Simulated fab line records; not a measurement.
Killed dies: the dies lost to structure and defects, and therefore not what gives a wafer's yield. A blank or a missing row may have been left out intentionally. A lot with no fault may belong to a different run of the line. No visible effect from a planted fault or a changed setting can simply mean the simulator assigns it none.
Chamber matching    flow nand_harc    rie_diel-05 running NHARC_A_BONDPAD_DESCUM_11: 4 sister chambers
The step chemistry O2, time 3 s. 8 wafers are shown with their chamber, then 12 later ones without.

== WAFERS WITH THEIR CHAMBER ==
wafer   chamber  showerhead_plenum_p_Torr (Torr)  drypump_motor_current_A (A)
L087.6  2        2.06                             5.4
L089.4  0        1.99                             5.5
L088.4  3        1.89                             6.0
L088.5  0        1.99                             5.5
L088.6  1        1.98                             5.2
L092.1  2        2.05                             5.4
L092.4  3        1.89                             5.9
L092.5  1        1.97                             5.2

== WAFERS WHOSE CHAMBER IS MISSING ==
wafer   showerhead_plenum_p_Torr (Torr)  drypump_motor_current_A (A)
L093.2  1.89                             6.0
L093.3  1.99                             5.5
L093.4  2.05                             5.4
L096.2  1.97                             5.2
L096.4  1.89                             6.0
L096.5  2.05                             5.4
L095.1  1.97                             5.2
L095.3  1.99                             5.5
L095.6  1.97                             5.2
L097.1  1.89                             5.9
L097.3  2.05                             5.4
L097.4  1.97                             5.2

== EACH ONE'S CHAMBER ==
wafer   from the rows above  in truth
L093.2  3                    3
L093.3  0                    0
L093.4  2                    2
L096.2  1                    1
L096.4  3                    3
L096.5  2                    2
L095.1  1                    1
L095.3  0                    0
L095.6  1                    1
L097.1  3                    3
L097.3  2                    2
L097.4  1                    1
Correct placement for 12 of the 12. Not placeable from these rows: 0. 0 placed wrongly.
How it was worked out, from the rows above alone: a wafer's distance from a chamber is the root of the sum, over the readings, of the square of ((its reading less the chamber's mean) divided by the reading's scatter). The wafer belongs to the nearest chamber; if the next one is less than 2 further off, it can't be placed. The mean given for a chamber averages the wafers shown for that chamber. The scatter: take each reading less its chamber's mean, square it, sum over the shown wafers, divide by the number of wafers less the number of chambers, and take the root.
